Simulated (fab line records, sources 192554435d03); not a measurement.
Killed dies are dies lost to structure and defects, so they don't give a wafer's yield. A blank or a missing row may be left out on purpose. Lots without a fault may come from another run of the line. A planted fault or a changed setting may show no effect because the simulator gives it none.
Split-lot experiment | flow n5_finfet | 7 lots, 21 wafers read, on a route of 1938 steps

THE SPLIT
At N5_BEOL_M10_COAT_60 (time 60 s, resist thk 30 nm), the setting spin_rpm was moved away from the recipe's 1500 rpm on 9 of the 21 wafers read, by -10.6% to +4.9%. The other wafers ran this setting at the recipe's value.

FROM THE SPLIT TO THE READING: what the file shows between them, 3 steps
- N5_BEOL_M10_COAT_05: resist thk 90 nm
- N5_BEOL_M10_EBR_07
- N5_BEOL_M10_DESCUM_16: chemistry O2, time 7.9 s

THE READING
CAR-ArF_of_BEOL_M10_COAT_05.thk_nm (the simulator's own value, which no gauge read), in nm, at N5_BEOL_M10_ETCH_61 (etches SiARC in CF4, target depth 39 nm, time 65 s). The file gives no usual value for it. The 12 wafers here that ran the recipe average 55.6 nm, standard deviation 0.11 nm.

wafer  | tool, chamber at the split | spin_rpm as run, rpm | against the recipe | CAR-ArF_of_BEOL_M10_COAT_05.thk_nm, nm | against lot-mates on the recipe
L077.1 | litho_track-03, 0          | 1574                 | +4.9%              | 56.2                                   | no lot-mate on the recipe
L077.2 | litho_track-03, 0          | 1574                 | +4.9%              | 56.2                                   | no lot-mate on the recipe
L077.6 | litho_track-03, 0          | 1574                 | +4.9%              | 56.2                                   | no lot-mate on the recipe
L081.1 | litho_track-01, 0          | 1452                 | -3.2%              | 55.4                                   | -0.4
L081.4 | litho_track-01, 0          | 1452                 | -3.2%              | 55.6                                   | -0.2
L081.6 | litho_track-01, 0          | 1500                 | recipe             | 55.8                                   | -
L080.1 | litho_track-03, 0          | 1500                 | recipe             | 55.4                                   | -
L080.3 | litho_track-03, 0          | 1500                 | recipe             | 55.4                                   | -
L080.4 | litho_track-03, 0          | 1500                 | recipe             | 55.6                                   | -
L086.1 | litho_track-03, 0          | 1395                 | -7.0%              | 54.6                                   | -1.0
L086.5 | litho_track-03, 0          | 1395                 | -7.0%              | 54.6                                   | -1.0
L086.3 | litho_track-03, 0          | 1500                 | recipe             | 55.6                                   | -
L090.2 | litho_track-02, 0          | 1500                 | recipe             | 55.4                                   | -
L090.3 | litho_track-02, 0          | 1341                 | -10.6%             | 54                                     | -1.5
L090.5 | litho_track-02, 0          | 1500                 | recipe             | 55.6                                   | -
L092.2 | litho_track-03, 0          | 1406                 | -6.3%              | 55                                     | -0.6
L092.4 | litho_track-03, 0          | 1500                 | recipe             | 55.6                                   | -
L092.6 | litho_track-03, 0          | 1500                 | recipe             | 55.6                                   | -
L096.1 | litho_track-02, 0          | 1500                 | recipe             | 55.6                                   | -
L096.2 | litho_track-02, 0          | 1500                 | recipe             | 55.6                                   | -
L096.6 | litho_track-02, 0          | 1500                 | recipe             | 55.6                                   | -

THE FIT
A straight line over all 21 wafers: CAR-ArF_of_BEOL_M10_COAT_05.thk_nm changes by +0.129 nm for each +1% of spin_rpm; r = +0.96; the points scatter about the line by 0.16 nm.
The same after taking each lot's own level away (the mean of its wafers on the recipe; 18 wafers): +0.134 nm for each +1%; r = +0.98; scatter 0.1 nm.
On that fit, the largest move of spin_rpm shifts the reading by 1.4 nm.
The lots' own levels span 55.47 to 55.80 nm, that is 3.0 times the standard deviation above.
So the lot-to-lot level changes the slope little: the two slopes agree.
Check: with one of the wafers moved furthest among these (-10.6%) left out of the fit, the line predicts -1.33 nm for it against its lot-mates. It came out at -1.5 nm against them.

OTHER SPLITS ON THESE WAFERS
These wafers also went through other splits before the reading. Each is held against what the fit with the lots' levels taken away leaves over:
other split on the same wafers | wafers away from the commonest value | r with CAR-ArF_of_BEOL_M10_COAT_05.thk_nm (lot level and that fit taken away)
N5_BEOL_M8_ILD_DEP_00 time_s   | 6                                    | +0.31
N5_BEOL_M8_ETCH_65 source_w    | 11                                   | -0.40
N5_BEOL_M10_ILD_DEP_00 time_s  | 9                                    | -0.02

THE WHOLE CHAIN: every reading that the file lists as answering this split, in the file's order
step                | what it does                                                         | reading                                                                             | change (the file's fit)                                                               | r (the file's)
N5_BEOL_M10_COAT_60 | time 60 s, resist thk 30 nm                                          | SiARC_of_BEOL_M10_COAT_60.thk_nm (the simulator's own value, which no gauge read)   | -0.151 nm for each +1% of the setting                                                 | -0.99
N5_BEOL_M10_ETCH_61 | etches SiARC in CF4, target depth 39 nm, time 65 s                   | etch.depth_nm (the simulator's own value, which no gauge read)                      | -0.153 nm for each +1% of the setting                                                 | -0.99
N5_BEOL_M10_ETCH_61 | etches SiARC in CF4, target depth 39 nm, time 65 s                   | CAR-ArF_of_BEOL_M10_COAT_05.thk_nm (the simulator's own value, which no gauge read) | +0.131 nm for each +1% of the setting                                                 | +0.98
N5_BEOL_M10_ETCH_62 | etches SOC in N2/H2, target depth 110 nm, overetch 22 nm, time 165 s | SiARC_of_BEOL_M10_COAT_60.thk_nm (the simulator's own value, which no gauge read)   | -0.152 nm for each +1% of the setting, in a fit together with time_s@BEOL_M10_ETCH_62 | 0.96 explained

THE FILE'S OWN FIT
CAR-ArF_of_BEOL_M10_COAT_05.thk_nm changes by +0.131 nm for each +1% of spin_rpm, r = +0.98.
